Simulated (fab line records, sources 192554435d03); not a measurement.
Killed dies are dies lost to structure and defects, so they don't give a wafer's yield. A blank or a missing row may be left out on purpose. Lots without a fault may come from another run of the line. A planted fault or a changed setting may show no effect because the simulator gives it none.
fab line records | flow n5_finfet
record lots=9 wafers=21 last_day=17
route steps=1938 shown DUMMY_GATE@249 SD_EPI_N@274 SD_EPI_P@305 SD_ACTIVATION@334 BEOL_M4@1111 PASSIVATION@1936
lots that met no fault: from a run of the same line without faults
start_h: hours from the record's first day to the start of the lot's first wafer shown | wait_h: hours since the lot's step before | " the same as in the row above | L1.1+2: a row that stands for several wafers | - no value, or no start given | * or withheld: withheld | < > ~ a bound
route shown NAME@n: a module of which the file shows steps, and the number in the route of the first | usual: mean/standard deviation of fault-free wafers | same: alike in all rows | chamber/n: place in a boat | sites: the reading at each site | _std_site: their standard deviation | _edge_site: outer sites' mean less inner sites' | radius_mm: how far each site lies from the wafer's centre | mask NAME#n: copy n | behind: the tool/chamber that last shaped the wafer | hold: why the lot was held/for how many hours/how that ended | device: the transistor (n, p or np) that didn't switch | end of line: the same wafers' tests at the end of the route | a step without rows: its recipe alone | killed: dies lost to structure and defects at the first sort, not the wafer's yield | map: a wafer's dies, x killed, . not, _ none there
set.NAME: the setting as run; set.NAME@STEP: as run at that earlier step | model.NAME: the simulator's own value behind a step, which no gauge read
steps of the route over a sample of lots; a table a step, a row a wafer
services: from which hour (start_h, from the record's first day; less than 0 if before it) a tool's chamber was out of use, for how many hours, and why
## steps
# step N5_DUMMY_GATE_CD_MEAS_24
# recipe target_cd_nm=15
# usual cd_nm=15.2/0.5
# columns lot.wafer tool chamber start_h wait_h cd_nm
L837.1 cd_sem-01 - 52.70 0.1 15.2
L837.4 " - " " 15.0
L838.4 cd_sem-01 - 55.15 0.1 15.4
L838.6 " - " " 15.3
L839.2 cd_sem-02 - 60.82 0.1 14.2
L839.5 " - " " 15.9
L842.2 cd_sem-02 - 78.32 0.1 15.2
L842.3 " - " " 15.0
L842.6 " - " " 15.1
L848.1 cd_sem-01 - 132.05 0.1 15.3
L848.4 " - " " 15.0
L851.5 cd_sem-03 - 143.97 0.0 16.1
L851.6 " - " " 16.2
L853.4 cd_sem-01 - 152.68 0.1 15.0
L853.5 " - " " 15.0
L857.2 cd_sem-01 - 167.82 0.1 15.1
L857.3 " - " " 16.1
L857.5 " - " " 15.4
L858.4 cd_sem-01 - 172.73 0.1 14.5
L858.5 " - " " 14.3
L858.6 " - " " 15.4
# step N5_SD_EPI_N_ETCH_34
# recipe chemistry=CF4 target=SiARC target_depth_a=455 mask_material=CAR-ArF-block time_s=75.8 ion_energy_ev=80 pressure_mtorr=40 source_w=545 bias_w=36 Ar_flow_sccm=100 cf4_flow_sccm=100 ends=cleared
# usual cf4_flow_sccm=100.0/0.3 drypump_motor_current_A=5.6/0.41 etch_rf_on_time_s=76.2/2.6 mfc_ar_sccm=99.97/0.29 oes_product_au=0.67/0.089 rf_vpp_V=184.1/0.96 showerhead_plenum_p_Torr=2.15/0.047 throttle_valve_pct=15.68/0.21
# columns lot.wafer tool chamber start_h wait_h cf4_flow_sccm drypump_motor_current_A etch_rf_on_time_s mfc_ar_sccm oes_product_au rf_hours_counter_h rf_vpp_V showerhead_plenum_p_Torr throttle_valve_pct
L837.1 rie_diel-05 3 54.19 0.0 100.1 5.8 77.7 100.03 0.64 136 185.6 2.15 15.90
L837.4 " 0 " " 99.9 6.0 77.8 100.48 0.63 143 182.2 2.05 15.61
L838.4 rie_diel-03 3 56.68 0.0 100.3 5.5 75.9 100.32 0.58 235 185.9 2.20 15.92
L838.6 " 2 " " 100.1 5.4 73.7 100.55 0.63 - 184.3 2.21 15.83
L839.2 rie_diel-04 2 62.10 0.0 100.2 5.5 75.3 100.03 0.58 246 183.0 2.08 15.95
L839.5 " 0 " " 99.9 4.8 72.1 100.14 0.79 - 184.6 2.18 15.36
L842.2 rie_diel-03 0 79.79 0.0 100.0 5.8 80.2 100.16 0.57 212 185.0 2.14 15.86
L842.3 " 3 " " 100.1 5.4 76.7 100.36 0.57 242 184.3 2.20 15.93
L842.6 " 0 " " 99.8 5.8 80.1 100.29 0.57 - 184.2 2.14 15.86
L848.1 rie_diel-04 3 134.46 0.0 100.4 6.3 75.6 100.09 0.62 221 184.7 2.19 15.65
L848.4 " 2 " " 99.5 5.5 73.4 100.21 0.80 14 183.2 2.08 15.48
L851.5 rie_diel-04 0 145.45 0.0 100.0 4.8 73.6 100.07 0.74 - 183.2 2.17 15.42
L851.6 " 3 " " 99.6 6.3 76.0 100.07 0.61 - 185.8 2.19 15.65
L853.4 rie_diel-03 2 154.17 0.0 99.9 5.3 77.2 99.95 0.59 224 185.5 2.19 15.91
L853.5 " 0 " " 99.5 5.8 80.3 100.00 0.56 - 182.1 2.13 15.89
L857.2 rie_diel-03 1 169.24 0.0 100.3 6.3 79.2 100.21 0.69 74 183.8 2.16 15.52
L857.3 " 3 " " 99.9 5.5 71.6 99.73 0.80 19 186.6 2.19 15.48
L857.5 " 3 " " 99.6 5.5 72.1 100.38 0.80 - 184.9 2.19 15.46
L858.4 rie_diel-03 2 174.01 0.0 100.2 5.3 75.5 100.22 0.60 230 184.9 2.19 15.94
L858.5 " 2 " " 100.3 5.3 74.4 100.23 0.60 - 184.2 2.19 15.92
L858.6 " 3 " " 100.0 5.5 71.7 100.16 0.80 - 184.6 2.19 15.48
# step N5_SD_EPI_N_ETCH_45
# recipe chemistry=CH3F/O2 target=SiOCN target_depth_a=60 mask_material=SOC ion_energy_ev=60 bias_w=29 pressure_mtorr=15 source_w=410 Ar_flow_sccm=150 CH3F_flow_sccm=30 O2_flow_sccm=20
# usual drypump_motor_current_A=5.6/0.41 mfc_ar_sccm=149.9/0.46 oes_product_au=0.78/0.1 rf_vpp_V=127.5/0.93 showerhead_plenum_p_Torr=2.00/0.048 throttle_valve_pct=23.45/0.16
# columns lot.wafer tool chamber start_h wait_h drypump_motor_current_A mfc_ar_sccm oes_product_au rf_hours_counter_h rf_vpp_V showerhead_plenum_p_Torr throttle_valve_pct
L837.1 rie_diel-05 3 54.67 0.1 5.8 149.5 0.74 136 127.9 2.00 23.55
L837.4 " 0 " " 6.0 149.5 0.74 143 127.1 1.90 23.22
L838.4 rie_diel-03 3 57.16 0.1 5.5 150.2 0.68 235 128.8 2.05 23.70
L838.6 " 2 " " 5.4 149.5 0.74 - 127.8 2.05 23.38
L839.2 rie_diel-04 2 62.58 0.1 5.5 150.5 0.68 246 126.4 1.94 23.67
L839.5 " 0 " " 4.8 150.2 0.92 - 126.3 2.04 23.27
L842.2 rie_diel-03 0 80.27 0.1 5.8 150.3 0.68 213 128.2 1.98 23.49
L842.3 " 3 " " 5.5 149.6 0.66 242 128.2 2.05 23.73
L842.6 " 0 " " 5.8 150.5 0.67 - 126.5 1.98 23.50
L848.1 rie_diel-04 3 134.94 0.1 6.3 149.7 0.72 221 128.2 2.05 23.36
L848.4 " 2 " " 5.5 151.0 0.94 14 126.0 1.94 23.42
L851.5 rie_diel-04 0 145.96 0.1 4.8 149.4 0.86 - 127.8 2.03 23.31
L851.6 " 3 " " 6.3 150.5 0.71 - 127.0 2.05 23.36
L853.4 rie_diel-03 2 154.65 0.1 5.3 150.9 0.69 224 128.4 2.03 23.43
L853.5 " 0 " " 5.8 149.9 0.65 - 126.0 1.97 23.54
L857.2 rie_diel-03 1 169.72 0.1 6.3 151.0 0.82 74 127.5 2.01 23.33
L857.3 " 3 " " 5.5 150.7 0.93 19 127.3 2.04 23.39
L857.5 " 3 " " 5.5 150.6 0.93 - 128.1 2.04 23.40
L858.4 rie_diel-03 2 174.49 0.1 5.3 150.2 0.70 231 128.5 2.03 23.45
L858.5 " 2 " " 5.4 149.8 0.70 - 126.4 2.03 23.44
L858.6 " 3 " " 5.5 149.9 0.93 - 128.2 2.04 23.42
# step N5_SD_EPI_N_INSPECT_26
# recipe inspect_instrument=darkfield mode=post_epi
# usual raw_defect_count=214/39
# columns lot.wafer tool chamber start_h wait_h raw_defect_count
L838.4 defect_inspect-02 - 60.59 0.1 274
L838.6 " - " " 221
L837.1 defect_inspect-01 - 61.14 0.1 149
L837.4 " - " " 226
L839.2 defect_inspect-01 - 66.15 0.1 213
L839.5 " - " " 189
L842.2 defect_inspect-01 - 83.81 0.1 175
L842.3 " - " " 176
L842.6 " - " " 180
L848.1 defect_inspect-01 - 138.64 0.1 265
L848.4 " - " " 231
L851.5 defect_inspect-02 - 149.44 0.0 182
L851.6 " - " " 221
L853.4 defect_inspect-01 - 158.32 0.0 187
L853.5 " - " " 220
L857.2 defect_inspect-01 - 173.93 0.1 763
L857.3 " - " " 724
L857.5 " - " " 746
L858.4 defect_inspect-02 - 177.92 0.1 811
L858.5 " - " " 763
L858.6 " - " " 784
# step N5_SD_EPI_P_INSPECT_11
# recipe mode=adi inspect_instrument=macro
# usual raw_defect_count=2.2/1.5
# columns lot.wafer tool chamber start_h wait_h raw_defect_count
L838.4 defect_inspect-01 - 61.59 0.0 3
L838.6 " - " " 1
L837.1 defect_inspect-02 - 61.63 0.0 2
L837.4 " - " " 0
L839.2 defect_inspect-01 - 66.61 0.0 2
L839.5 " - " " 1
L842.2 defect_inspect-02 - 84.26 0.0 3
L842.3 " - " " 2
L842.6 " - " " 1
L848.1 defect_inspect-02 - 140.02 0.0 3
L848.4 " - " " 1
L851.5 defect_inspect-01 - 149.77 0.0 0
L851.6 " - " " 1
L853.4 defect_inspect-02 - 158.77 0.0 1
L853.5 " - " " 1
L857.2 defect_inspect-02 - 174.38 0.0 >300
L857.3 " - " " >300
L857.5 " - " " >300
L858.4 defect_inspect-02 - 178.24 0.0 >300
L858.5 " - " " >300
L858.6 " - " " >300
# step N5_SD_EPI_P_DESCUM_14
# recipe chemistry=O2 time_s=7.9 source_power_w=50 bias_power_w=20 pressure_mtorr=20 rf_frequency_hz=2.712e+07 temp_c=40 resist=CAR-ArF-block o2_flow_sccm=225
# usual drypump_motor_current_A=5.5/0.32 oes_product_au=0.77/0.08 rf_vpp_V=243.7/1.2 showerhead_plenum_p_Torr=2.11/0.057 throttle_valve_pct=20.57/0.19
# columns lot.wafer tool chamber start_h wait_h drypump_motor_current_A oes_product_au rf_hours_counter_h rf_vpp_V showerhead_plenum_p_Torr throttle_valve_pct
L838.4 rie_diel-02 3 61.64 0.0 5.8 0.72 - 241.5 2.08 20.72
L838.6 " 2 " " 5.6 0.73 - 245.0 2.13 20.16
L837.1 rie_diel-01 0 61.79 0.2 5.3 0.98 2 244.2 2.15 20.64
L837.4 " 1 " " 5.5 0.76 123 244.2 2.17 20.33
L839.2 rie_diel-02 1 66.64 0.0 5.9 0.73 177 242.4 2.11 20.45
L839.5 " 3 " " 5.8 0.73 - 243.4 2.08 20.71
L842.2 rie_diel-06 0 84.30 0.0 5.3 0.78 131 245.5 2.22 20.54
L842.3 " 2 " " 5.0 0.92 34 243.8 2.16 20.47
L842.6 " 3 " " 4.9 0.72 - 241.2 1.99 20.90
L848.1 rie_diel-01 2 140.15 0.1 5.9 0.73 200 242.4 2.05 20.64
L848.4 " 3 " " 5.2 0.69 213 243.4 2.08 20.69
L851.5 rie_diel-06 0 149.82 0.0 5.3 0.76 - 243.3 2.21 20.54
L851.6 " 1 " " 5.9 0.70 - 243.6 2.18 20.77
L853.4 rie_diel-01 0 158.92 0.1 5.3 0.92 29 243.9 2.14 20.67
L853.5 " 1 " " 5.5 0.75 - 245.0 2.16 20.39
L857.2 rie_diel-01 0 174.42 0.0 5.3 0.89 34 243.6 2.13 20.67
L857.3 " 1 " " 5.5 0.74 159 245.1 2.16 20.38
L857.5 " 3 " " 5.2 0.69 - 243.0 2.08 20.70
L858.4 rie_diel-01 2 178.58 0.3 5.9 0.72 211 243.0 2.05 20.67
L858.5 " 2 " " 5.9 0.72 - 242.6 2.05 20.64
L858.6 " 1 " " 5.5 0.74 - 244.8 2.16 20.38
# step N5_SD_EPI_P_INSPECT_26
# recipe inspect_instrument=darkfield mode=post_epi
# usual raw_defect_count=184/36
# columns lot.wafer tool chamber start_h wait_h raw_defect_count
L838.4 defect_inspect-01 - 65.34 0.0 200
L838.6 " - " " 239
L837.1 defect_inspect-01 - 66.63 0.0 154
L837.4 " - " " 174
L839.2 defect_inspect-01 - 70.70 0.0 126
L839.5 " - " " 153
L842.2 defect_inspect-01 - 88.02 0.0 168
L842.3 " - " " 182
L842.6 " - " " 174
L848.1 defect_inspect-02 - 143.86 0.0 201
L848.4 " - " " 172
L851.5 defect_inspect-02 - 154.36 0.0 147
L851.6 " - " " 182
L853.4 defect_inspect-01 - 163.48 0.0 224
L853.5 " - " " 220
L857.2 defect_inspect-02 - 178.98 0.0 718
L857.3 " - " " 704
L857.5 " - " " 711
L858.4 defect_inspect-02 - 183.32 0.0 749
L858.5 " - " " 736
L858.6 " - " " 732
# step N5_SD_ACTIVATION_INSPECT_02
# recipe inspect_instrument=darkfield mode=post_anneal
# usual raw_defect_count=182/37
# columns lot.wafer tool chamber start_h wait_h raw_defect_count
L838.4 defect_inspect-02 - 66.47 0.1 200
L838.6 " - " " 245
L837.1 defect_inspect-02 - 67.39 0.2 171
L837.4 " - " " 189
L839.2 defect_inspect-02 - 71.45 0.1 129
L839.5 " - " " 141
L842.2 defect_inspect-01 - 88.77 0.1 159
L842.3 " - " " 177
L842.6 " - " " 171
L848.1 defect_inspect-02 - 144.75 0.2 194
L848.4 " - " " 166
L851.5 defect_inspect-01 - 155.11 0.1 145
L851.6 " - " " 170
L853.4 defect_inspect-01 - 164.33 0.1 221
L853.5 " - " " 224
L857.2 defect_inspect-01 - 179.73 0.1 721
L857.3 " - " " 700
L857.5 " - " " 704
L858.4 defect_inspect-01 - 184.07 0.1 766
L858.5 " - " " 744
L858.6 " - " " 733
# step N5_BEOL_M4_RC_MEAS_101
# usual DIBL_N=36.0/2 DIBL_P=35.9/2.5 IOFF_N=0.16/0.038 IOFF_P=0.21/0.04 ION_N=675/14 ION_P=462/9.4 SS_N=71.5/0.75 SS_P=73.2/0.74 VT_N=250/3.9 VT_P=-251/3.2
# columns lot.wafer tool chamber start_h wait_h DIBL_N[mV/V] DIBL_P[mV/V] IOFF_N[nA/um] IOFF_P[nA/um] ION_N[uA/um] ION_P[uA/um] SS_N[mV/dec] SS_P[mV/dec] VT_N[mV] VT_P[mV]
L838.4 prober-01 0 164.16 0.5 35.2 35.1 0.17 0.22 691 472 70.9 73.1 244 -245
L838.6 " 0 " " 36.8 35.2 0.21 0.22 694 466 71.7 73.5 242 -246
L837.1 prober-01 0 166.62 0.0 37.7 35.8 0.20 0.20 667 455 72.2 72.8 249 -252
L837.4 " 0 " " 36.3 33.6 0.16 0.16 675 452 71.1 72.4 250 -255
L839.2 prober-01 0 178.60 0.2 40.0 37.8 0.23 0.28 690 468 72.1 74.2 242 -246
L839.5 " 0 " " 32.6 30.3 0.12 0.18 679 474 69.8 72.2 249 -251
L842.2 prober-02 0 192.72 0.2 36.9 37.7 0.20 0.25 705 478 71.5 73.2 244 -246
L842.3 " 0 " " 37.0 39.5 0.18 0.28 681 474 71.4 74.4 249 -249
L842.6 " 0 " " 37.0 38.4 0.18 0.26 692 479 71.2 73.7 247 -248
L848.1 prober-02 0 249.46 0.0 33.3 33.2 0.11 0.15 661 450 71.0 72.3 254 -255
L848.4 " 0 " " 36.6 37.3 0.16 0.19 656 446 72.3 74.1 253 -255
L851.5 prober-02 0 268.78 0.6 35.2 36.0 0.17 0.22 695 472 71.0 73.5 248 -248
L851.6 " 0 " " 32.2 30.1 0.10 0.13 655 448 70.8 71.6 257 -258
L853.4 prober-01 0 272.49 0.5 34.9 34.7 0.13 0.18 658 448 72.0 73.1 254 -253
L853.5 " 0 " " 39.8 40.8 0.25 0.29 683 465 72.4 74.8 242 -246
L857.2 prober-01 0 276.71 0.2 36.8 37.8 0.16 0.21 685 465 71.4 73.6 250 -248
L857.3 " 0 " " 31.9 32.6 0.09 0.15 660 463 70.5 71.4 258 -256
L857.5 " 0 " " 35.9 36.6 0.15 0.20 676 468 71.2 72.9 251 -251
L858.4 prober-01 0 296.19 0.5 33.4 32.6 0.10 0.16 644 455 70.9 72.1 259 -253
L858.5 " 0 " " 36.6 36.4 0.14 0.22 661 458 71.7 73.2 253 -250
L858.6 " 0 " " 37.0 37.0 0.16 0.24 672 466 71.4 73.7 249 -249
# step N5_PASSIVATION_PROBE_49
# usual defect_limited_yield=91.3/1.5 killed_at_M0_to_M3=33/12 killed_at_M4_up=15/5.2 killed_at_contacts=12/5.1 killed_at_front_end=39/11 killed_at_other=5/3.6 killed_dies=103/18 killed_open=67/13 killed_short=33/7.8 sort_bin_5_function=5.1/0.96 sort_bin_6_memory=3.2/0.71 sort_bin_8_speed=0.01/0.063 sort_n_pass=1077/18
# same gross_dies=1180 killed_at_back_side=0 sort_bin_4_leakage[%]=0
# columns lot.wafer tool chamber start_h wait_h defect_limited_yield[%] killed_at_M0_to_M3 killed_at_M4_up killed_at_contacts killed_at_front_end killed_at_other killed_dies killed_open killed_short sort_bin_5_function[%] sort_bin_6_memory[%] sort_bin_8_speed[%] sort_n_pass
L857.2 prober-02 - 379.38 0.1 83.1 40 18 13 127 1 199 63 33 9.8 4.2 0 981
L857.3 prober-02 - 379.43 0.1 82.0 20 18 13 160 1 212 56 21 11.0 4.1 0 968
L857.5 prober-02 - 379.53 0.2 80.6 21 20 12 173 3 229 64 28 11.9 4.7 0 951
L858.4 prober-02 - 397.60 0.2 86.4 18 17 9 115 2 161 47 34 7.7 3.3 0 1019
L858.5 prober-02 - 397.65 0.2 85.8 37 15 4 109 3 168 70 34 9.1 3.6 0 1012
L858.6 prober-02 - 397.70 0.3 81.9 23 14 9 165 3 214 54 36 10.7 4.2 0 966
# killed by level:class
L857.2 SD_EPI_N:unspecified=90 GATE_CUT:geometric_particle:short=8 MOL_CONTACT_COAG:geometric_particle:open=8 BEOL_M1:geometric_particle:open=8 HKMG_FIN:area_etch=8 BEOL_M0_SAQP:geometric_particle:open=7 BEOL_M3:geometric_particle:open=7 BEOL_M0_SAQP:geometric_particle:short=6
L857.3 SD_EPI_N:unspecified=127 MOL_CONTACT_COAG:geometric_particle:open=12 BEOL_M4:geometric_particle:open=8 HKMG_FIN:area_etch=8 GATE_CUT:geometric_particle:short=6 GATE_CUT:geometric_particle:open=5 BEOL_M0_SAQP:geometric_particle:open=5 BEOL_M1:geometric_particle:open=4
L857.5 SD_EPI_N:unspecified=128 MOL_CONTACT_COAG:geometric_particle:open=10 FIN_SAQP:geometric_particle:open=9 GATE_CUT:geometric_particle:short=9 HKMG_FIN:area_etch=8 BEOL_M4:geometric_particle:open=7 DUMMY_GATE:geometric_particle:open=5 BEOL_M1:geometric_particle:open=5
L858.4 SD_EPI_N:unspecified=61 HKMG_FIN:area_etch=13 FIN_SAQP:geometric_particle:short=10 DUMMY_GATE:geometric_particle:open=7 MOL_CONTACT_COAG:geometric_particle:open=6 BEOL_M4:geometric_particle:open=6 GATE_CUT:geometric_particle:short=5 BEOL_M2:geometric_particle:open=5
L858.5 SD_EPI_N:unspecified=61 STI_FIN_REVEAL:geometric_particle:open=10 GATE_CUT:geometric_particle:short=10 FIN_SAQP:geometric_particle:short=8 BEOL_M0_SAQP:geometric_particle:open=8 BEOL_M3:geometric_particle:open=8 BEOL_M0_SAQP:geometric_particle:short=7 BEOL_M2:geometric_particle:open=7
L858.6 SD_EPI_N:unspecified=115 FIN_SAQP:geometric_particle:short=9 FIN_SAQP:geometric_particle:open=9 MOL_CONTACT_COAG:geometric_particle:open=7 BEOL_M2:geometric_particle:open=7 STI_FIN_REVEAL:geometric_particle:open=6 GATE_CUT:geometric_particle:short=6 BEOL_M3:geometric_particle:open=6
## services
# columns tool chamber start_h hours kind
rie_diel-01 - 30.20 1.6 repair
rie_diel-06 0 30.96 1.5 repair
rie_diel-01 0 37.47 - clean
rie_diel-01 0 37.47 - consumable_replace:focus_ring
rie_diel-01 0 37.47 20.3 scheduled_down
rie_diel-01 0 37.47 20.3 vent_cycle
rie_diel-02 2 37.70 1.8 repair
rie_diel-04 1 46.17 - clean
rie_diel-04 1 46.17 - consumable_replace:focus_ring
rie_diel-04 1 46.17 16.0 scheduled_down
rie_diel-04 1 46.17 16.0 vent_cycle
rie_diel-02 0 51.40 10.9 repair
rie_diel-05 0 63.64 5.0 repair
rie_diel-01 - 94.56 2.8 pm
rie_diel-03 3 104.51 - clean
rie_diel-03 3 104.51 - consumable_replace:focus_ring
rie_diel-03 3 104.51 17.2 scheduled_down
rie_diel-03 3 104.51 17.2 vent_cycle
rie_diel-01 0 114.37 7.6 repair
rie_diel-06 1 127.09 2.5 repair
rie_diel-06 2 139.56 7.7 repair
rie_diel-01 3 142.69 2.2 repair
rie_diel-04 3 149.33 7.2 repair
rie_diel-04 2 169.75 12.7 repair
## key
first_sign step=N5_SD_EPI_N_INSPECT_26 reading=raw_defect_count direction=up sigmas=14 usual=214 struck=765
effect step=N5_SD_EPI_P_INSPECT_11 reading=raw_defect_count direction=up sigmas=99+ usual=2.2 struck=>300
effect step=N5_SD_EPI_P_INSPECT_26 reading=raw_defect_count direction=up sigmas=15 usual=184 struck=725
effect step=N5_SD_ACTIVATION_INSPECT_02 reading=raw_defect_count direction=up sigmas=15 usual=182 struck=728
effect step=N5_PASSIVATION_PROBE_49 reading=killed_at_front_end direction=up sigmas=9 usual=39 struck=142
more_kills_born_at N5_SD_EPI_N_ETCH_34@rie_diel-03=582
met_at N5_SD_EPI_N_ETCH_34
struck_lots L857,L858
baseline_loss step=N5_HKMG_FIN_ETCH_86 wafers=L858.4
not_acting_at N5_DUMMY_GATE_CD_MEAS_24,N5_SD_EPI_N_ETCH_45,N5_SD_EPI_P_DESCUM_14
onset_between 154.17 169.24
also_fits time
fault kind=chamber_particle_source tool=rie_diel-03 chamber=- onset_h=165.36 steps=N5_SD_EPI_N_ETCH_34 rate_per_visit_cm2=0.90098 end_h=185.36
# baseline_loss: these wafers lose ten dies or more at that step, a loss of the line's own and not of a fault; the sort's usual values leave them out
